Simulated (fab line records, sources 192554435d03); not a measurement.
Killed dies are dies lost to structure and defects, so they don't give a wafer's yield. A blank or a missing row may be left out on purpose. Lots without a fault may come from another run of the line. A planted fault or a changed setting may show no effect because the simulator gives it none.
Which tool did it? | flow n5_finfet | 9 lots, 23 wafers sampled, at 7 steps of a route of 1938

WHAT THE GAUGES READ, wafer by wafer
N5_BEOL_M4_RC_MEAS_101.
lot  | measured     | on        | DIBL_N (mV/V)  | DIBL_P (mV/V)  | IOFF_N (nA/um)    | IOFF_P (nA/um) | ION_N (uA/um) | ION_P (uA/um) | SS_N (mV/dec)  | SS_P (mV/dec)  | VT_N (mV)   | VT_P (mV)
L830 | day 7 17:10  | prober-02 | 36.1 35.2      | 36.0 35.2      | 0.141 0.130       | 0.21 0.21      | 667 660       | 462 457       | 71.5 71.2      | 73.7 73.0      | 249 254     | -247 -250
L833 | day 8 10:10  | prober-02 | 37.9 37.0 38.2 | 38.0 37.3 38.8 | 0.172 0.167 0.183 | 0.23 0.21 0.24 | 671 687 678   | 453 468 468   | 71.3 71.3 71.9 | 73.8 73.4 73.4 | 248 249 249 | -250 -255 -247
L837 | day 9 19:46  | prober-02 | 36.9 34.2      | 37.5 34.6      | 0.174 0.129       | 0.19 0.16      | 687 671       | 463 457       | 70.3 70.6      | 73.3 72.7      | 246 250     | -253 -255
L841 | day 10 16:44 | prober-01 | 35.7 34.9      | 36.6 36.0      | 0.149 0.136       | 0.18 0.17      | 683 656       | 462 449       | 70.8 70.9      | 72.9 73.7      | 251 249     | -254 -254
L842 | day 10 22:09 | prober-02 | 34.3 34.8      | 32.7 34.5      | 0.113 0.128       | 0.14 0.17      | 661 663       | 453 459       | 70.9 70.2      | 72.5 72.5      | 255 249     | -256 -256
L843 | day 11 05:10 | prober-02 | 35.7 38.3 35.8 | 34.5 37.7 34.8 | 0.134 0.176 0.132 | 0.17 0.21 0.17 | 670 673 670   | 458 455 463   | 71.7 71.8 71.7 | 72.8 73.4 72.5 | 253 247 251 | -254 -252 -255
L847 | day 11 23:42 | prober-02 | 35.3 35.5 34.6 | 36.1 36.0 34.9 | 0.131 0.128 0.117 | 0.18 0.18 0.18 | 668 655 656   | 458 453 451   | 71.2 71.2 70.8 | 72.4 73.1 72.8 | 254 254 256 | -252 -253 -255
L851 | day 14 04:58 | prober-01 | 39.4 37.1 38.6 | 41.1 38.3 40.0 | 0.240 0.195 0.217 | 0.30 0.24 0.27 | 672 690 692   | 459 467 474   | 72.8 71.8 72.3 | 74.9 73.8 74.6 | 245 245 245 | -246 -248 -246
L852 | day 14 09:05 | prober-01 | 36.0 36.2 36.1 | 35.6 35.5 35.7 | 0.137 0.147 0.145 | 0.20 0.20 0.20 | 661 674 667   | 453 461 458   | 71.3 71.9 72.2 | 73.2 73.1 73.1 | 254 254 254 | -247 -252 -248

N5_BEOL_M14_THK_MEAS_01.
lot  | measured     | on            | M14_ILD_THK (nm)
L830 | day 11 05:51 | film_metro-01 | 1107 1130
L833 | day 11 11:08 | film_metro-01 | 1086 1083 1107
L837 | day 12 22:40 | film_metro-01 | 1110 1114
L841 | day 13 23:29 | film_metro-02 | 1086 365
L842 | day 14 07:01 | film_metro-01 | 1095 344
L843 | day 14 16:14 | film_metro-02 | 1084 339 1115
L847 | day 15 02:56 | film_metro-02 | 1111 1129 1143
L851 | day 17 10:00 | film_metro-01 | 1101 1133 1094
L852 | day 17 09:14 | film_metro-02 | 1099 1101 1113

N5_BEOL_M14_CD_MEAS_10: target cd 250 nm.
lot  | measured     | on        | cd_nm (nm)
L830 | day 11 06:09 | cd_sem-02 | 252.3 250.7
L833 | day 11 11:34 | cd_sem-03 | 248.3 250.1 250.4
L837 | day 12 23:06 | cd_sem-02 | 251.0 248.9
L841 | day 13 23:55 | cd_sem-01 | 249.9 250.1
L842 | day 14 07:27 | cd_sem-01 | 246.1 248.4
L843 | day 14 16:34 | cd_sem-03 | 248.0 248.2 250.3
L847 | day 15 03:14 | cd_sem-02 | 249.5 249.4 246.9
L851 | day 17 10:18 | cd_sem-03 | 249.0 249.1 248.5
L852 | day 17 09:40 | cd_sem-02 | 248.1 247.9 250.0

N5_BEOL_M14_CD_MEAS_17: target cd 250 nm.
lot  | measured     | on        | cd_nm (nm)
L830 | day 11 06:41 | cd_sem-02 | 253.0 251.3
L833 | day 11 12:05 | cd_sem-03 | 248.6 250.0 251.2
L837 | day 12 23:37 | cd_sem-02 | 251.0 247.0
L841 | day 14 00:27 | cd_sem-03 | 249.9 245.0
L842 | day 14 08:08 | cd_sem-03 | 245.8 242.2
L843 | day 14 17:05 | cd_sem-01 | 249.3 242.9 249.5
L847 | day 15 03:46 | cd_sem-01 | 250.7 248.6 247.7
L851 | day 17 11:15 | cd_sem-03 | 250.0 251.1 249.1
L852 | day 17 10:11 | cd_sem-02 | 248.8 249.2 252.9

WHICH TOOL RAN EACH LOT (tool, then ch and the chambers of the sampled wafers, then the start)
lot  | N5_BEOL_M13_ETCH_67                | N5_BEOL_M13_STRIP_37                 | N5_BEOL_M14_ILD_DEP_00
L830 | rie_diel-05 ch 0,3, day 10 21:54   | plasma_asher-02 ch 0, day 10 22:29   | pecvd-04 ch 0,1, day 11 05:40
L833 | rie_diel-05 ch 0,1,3, day 11 07:27 | plasma_asher-01 ch 0,1, day 11 08:03 | pecvd-04 ch 0,2, day 11 10:57
L837 | rie_diel-05 ch 1,2, day 12 19:26   | plasma_asher-02 ch 0,1, day 12 20:02 | pecvd-04 ch 0,1, day 12 22:28
L841 | rie_diel-03 ch 2,3, day 13 14:10   | plasma_asher-02 ch 1, day 13 14:45   | pecvd-04 ch 1,2, day 13 23:18
L842 | rie_diel-03 ch 0,2, day 14 04:36   | plasma_asher-01 ch 1, day 14 05:11   | pecvd-04 ch 1,2, day 14 06:50
L843 | rie_diel-05 ch 2,3, day 14 11:27   | plasma_asher-01 ch 0, day 14 12:14   | pecvd-04 ch 1,2, day 14 16:03
L847 | rie_diel-04 ch 2,3, day 14 22:15   | plasma_asher-02 ch 0,1, day 14 22:50 | pecvd-02 ch 0,2, day 15 02:44
L851 | rie_diel-05 ch 1,2, day 17 04:29   | plasma_asher-02 ch 0,1, day 17 05:04 | pecvd-02 ch 0,1,2, day 17 09:43
L852 | rie_diel-04 ch 2,3, day 17 03:02   | plasma_asher-01 ch 0,1, day 17 03:38 | pecvd-02 ch 0,1, day 17 09:02
- N5_BEOL_M13_ETCH_67: etches SiARC in CF4, target depth 143 nm, time 238.3 s.
- N5_BEOL_M13_STRIP_37: strips in N2/H2.
- N5_BEOL_M14_ILD_DEP_00: deposits SiO2 from TEOS/O2, target thk 1119.3 nm, time 237.4 s.

WHAT THE TOOLS THEMSELVES READ (means of the sampled wafers that have a number; where no wafer has one, the mark that the record gives instead)
N5_BEOL_M13_ETCH_67.
lot  | tool        | drypump_motor_current_A (A) | etch_rf_on_time_s (s) | oes_product_au (a.u.) | rf_vpp_V (V) | showerhead_plenum_p_Torr (Torr) | throttle_valve_pct (%)
L830 | rie_diel-05 | 6.1                         | 234                   | 0.67                  | 185.3        | 2.23                            | 15.54
L833 | rie_diel-05 | 6.0                         | 235                   | 0.69                  | 185.1        | 2.21                            | 15.54
L837 | rie_diel-05 | 6.0                         | 238                   | 0.68                  | 183.4        | 2.20                            | 15.79
L841 | rie_diel-03 | 5.6                         | 238                   | 0.69                  | 184.1        | 2.16                            | 15.64
L842 | rie_diel-03 | 5.3                         | 230                   | 0.69                  | 184.4        | 2.16                            | 15.54
L843 | rie_diel-05 | 6.2                         | 238                   | 0.66                  | 183.8        | 2.22                            | 15.75
L847 | rie_diel-04 | 5.7                         | 247                   | 0.61                  | 182.6        | 2.04                            | 15.51
L851 | rie_diel-05 | 6.2                         | 240                   | 0.63                  | 184.5        | 2.19                            | 15.93
L852 | rie_diel-04 | 5.7                         | 246                   | 0.59                  | 182.2        | 2.04                            | 15.54

N5_BEOL_M13_STRIP_37.
lot  | tool            | drypump_motor_current_A (A) | heater_power_w (W) | oes_product_au (a.u.) | temp_c (C)
L830 | plasma_asher-02 | 6.4                         | 348                | 0.793                 | 250.16
L833 | plasma_asher-01 | 6.1                         | 327                | 0.788                 | 249.92
L837 | plasma_asher-02 | 6.0                         | 315                | 0.776                 | 250.13
L841 | plasma_asher-02 | 5.6                         | 296                | 0.780                 | 249.91
L842 | plasma_asher-01 | 6.2                         | 328                | 0.771                 | 250.21
L843 | plasma_asher-01 | 5.9                         | 326                | 0.788                 | 250.05
L847 | plasma_asher-02 | 5.9                         | 318                | 0.790                 | 249.89
L851 | plasma_asher-02 | 6.2                         | 332                | 0.790                 | 249.94
L852 | plasma_asher-01 | 6.0                         | 329                | 0.791                 | 249.93

N5_BEOL_M14_ILD_DEP_00.
lot  | tool     | heater_power_w (W) | run_length_s (s) | showerhead_plenum_p_Torr (Torr) | susceptor_temp_C (C) | throttle_valve_pct (%)
L830 | pecvd-04 | 582                | 279.8            | 8.33                            | 400.00               | 17.8
L833 | pecvd-04 | 646                | 280.0            | 8.34                            | 399.92               | 18.2
L837 | pecvd-04 | 602                | 279.9            | 8.32                            | 399.94               | 17.9
L841 | pecvd-04 | 648                | 201.1            | 8.31                            | 399.99               | 18.8
L842 | pecvd-04 | 606                | 200.9            | 8.32                            | 400.41               | 18.9
L843 | pecvd-04 | 574                | 227.3            | 8.33                            | 399.77               | 18.7
L847 | pecvd-02 | 628                | 280.4            | 8.32                            | 399.79               | 18.6
L851 | pecvd-02 | 557                | 280.8            | 8.35                            | 399.94               | 18.9
L852 | pecvd-02 | 500                | 280.5            | 8.33                            | 399.87               | 19.2

THE ANSWER, worked out from the rows above alone
Rule: what is usual is taken from the lots themselves. Put in order of their means at a reading, lots are off if they are a third of the lots or fewer, leave a main group of 4 or more, and stand apart from it by a gap of 3 or more times the standard deviation of the main group's means; of several such gaps the widest counts. A main group whose means are all the same, to the digits that the tables above print for the reading, isn't used. A lot without any number at a reading at which 4 lots or more have one is off too. The other lots that the step has rows for count as sound. The gauges are gone through in route order, then the tools' own readings, and for those a lot's mean is taken as printed above. The first step at which some lot is off is used, and at that step the reading that is off furthest; a lot without a number counts as furthest.
Off: L841, L842, L843, at N5_BEOL_M14_THK_MEAS_01 (M14_ILD_THK). The main group: mean 1111 nm, standard deviation 11.
A tool fits if, at a process step before that reading, it ran every lot that is off, and no sound lot after the first of them. The gauges at N5_BEOL_M14_THK_MEAS_01 aren't tried: what is off there is off at N5_BEOL_M14_ILD_DEP_00 too, on other tools, and a gauge's error can't cause that. One fits: pecvd-04 at N5_BEOL_M14_ILD_DEP_00. Its last sound lot is L837 (day 12 22:28), its first lot that is off L841 (day 13 23:18): a fault that began between those two fits.
The tool's own readings at N5_BEOL_M14_ILD_DEP_00 bear it out: on the lots that are off they differ by more than 5 times the standard deviation of the sound lots' means. run_length_s reads 209.8 s there against 280.2 s on the sound lots.

WHAT THE SIMULATOR HAD PUT IN
Process parameter drift: pecvd-04, from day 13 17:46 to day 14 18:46, at N5_BEOL_M14_ILD_DEP_00. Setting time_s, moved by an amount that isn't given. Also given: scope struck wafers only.
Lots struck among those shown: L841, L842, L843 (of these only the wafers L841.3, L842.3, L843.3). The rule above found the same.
